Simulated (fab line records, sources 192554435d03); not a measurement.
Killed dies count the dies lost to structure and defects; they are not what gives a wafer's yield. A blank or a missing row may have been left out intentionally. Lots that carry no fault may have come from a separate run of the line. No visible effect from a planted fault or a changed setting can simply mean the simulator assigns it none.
A single fault, viewed from 3 desks -- flow n5Finfet -- what lay behind the numbers comes last; until then each desk has only its own

THE METROLOGY DESK
Lot by lot, what the gauges showed, no matter which tool ran the lot: averages of those sampled wafers that carry a number. A lot is out of limits, marked OUT, if its mean lies more than 4 standard deviations from the usual mean; the brackets give that distance. It has 12 readings; the 7 that lie furthest out on some lot are the ones shown.
Columns: A = cdNm at N5_HKMG_FIN_CD_MEAS_12, usual 93.2 nm; B = NWFM_OVL at N5_HKMG_FIN_OVL_MEAS_13, usual -0.2 nm; C = DIBL_P at N5_BEOL_M4_RC_MEAS_101, usual 36.4 mV/V; D = IOFF_P at N5_BEOL_M4_RC_MEAS_101, usual 0.22 nA/um; E = SS_N at N5_BEOL_M4_RC_MEAS_101, usual 71.6 mV/dec; F = SS_P at N5_BEOL_M4_RC_MEAS_101, usual 73.3 mV/dec; G = VT_P at N5_BEOL_M4_RC_MEAS_101, usual -250 mV
lot,first seen here,A,B,C,D,E,F,G
L228,day 4 03:28,93.1,-0.3,36.9,0.22,71.9,73.2,-249
L232,day 5 03:47,92.2,-0.1,37.5,0.23,71.2,73.3,-249
L233,day 5 10:55,92.7,0.8,36.9,0.22,71.5,72.8,-249
L235,day 6 01:40,92.9,-0.1,39.0,0.26,72.2,74.1,-246
L242,day 7 16:06,92.1,-0.5,37.3,0.22,72.3,73.4,-247
L247,day 8 21:02,94.1,-0.6,35.2,0.16,71.3,72.8,-256
L250,day 9 14:20,92.5,0.1,36.9,0.18,71.9,73.2,-254
This desk's verdict: no lot among the 7 shows anything out of limits.

THE TOOL OWNER'S DESK: rieDiel-03
The tool's own readings at N5_HKMG_FIN_ETCH_32 (etches SOC in N2/H2, target depth 240 nm, time 300 s): means of the sampled wafers that have a number, for each lot that ran on this tool. A lot is out of limits, marked OUT, if its mean lies more than 4 standard deviations from the usual mean; the brackets give that distance.
Columns: A = drypumpMotorCurrentA at N5_HKMG_FIN_ETCH_32, usual 5.8 A; B = oesProductAu at N5_HKMG_FIN_ETCH_32, usual 0.74 a.u.; C = rfVppV at N5_HKMG_FIN_ETCH_32, usual 523.9 V; D = showerheadPlenumPTorr at N5_HKMG_FIN_ETCH_32, usual 2.54 Torr; E = throttleValvePct at N5_HKMG_FIN_ETCH_32, usual 17.88 %
lot,first seen here,A,B,C,D,E
L228,day 4 03:38,5.7,0.70,520.6,2.45,17.69
L232,day 5 04:03,5.8,0.68,520.9,2.43,17.72
L233,day 5 11:06,5.9,0.72,523.0,2.50,17.94
L235,day 6 01:50,5.9,0.73,523.1,2.50,17.95
L247,day 8 21:13,5.5,0.84,523.8,2.52,17.88
This desk's verdict: no lot among the 5 shows anything out of limits.

THE DEFECT DESK
Inspection counts along the route, by lot: the mean over sampled wafers that carry a number. A lot is out of limits, marked OUT, if its mean lies more than 4 standard deviations from the usual mean; the brackets give that distance.
Columns: A = rawDefectCount at N5_HKMG_FIN_INSPECT_14, usual 2.2
lot,first seen here,A
L228,day 4 03:31,2.3
L232,day 5 03:50,2.0
L233,day 5 10:58,5.3
L235,day 6 01:43,2.0
L242,day 7 16:09,1.7
L247,day 8 21:05,2.7
L250,day 9 14:23,3.3
This desk's verdict: no lot among the 7 shows anything out of limits.

ALL TOGETHER
Metrology desk: nothing out of limits seen.
The tool owner's desk saw nothing out of limits.
No out-of-limits result turned up at the defect desk.

WHAT THE SIMULATOR HAD PUT IN
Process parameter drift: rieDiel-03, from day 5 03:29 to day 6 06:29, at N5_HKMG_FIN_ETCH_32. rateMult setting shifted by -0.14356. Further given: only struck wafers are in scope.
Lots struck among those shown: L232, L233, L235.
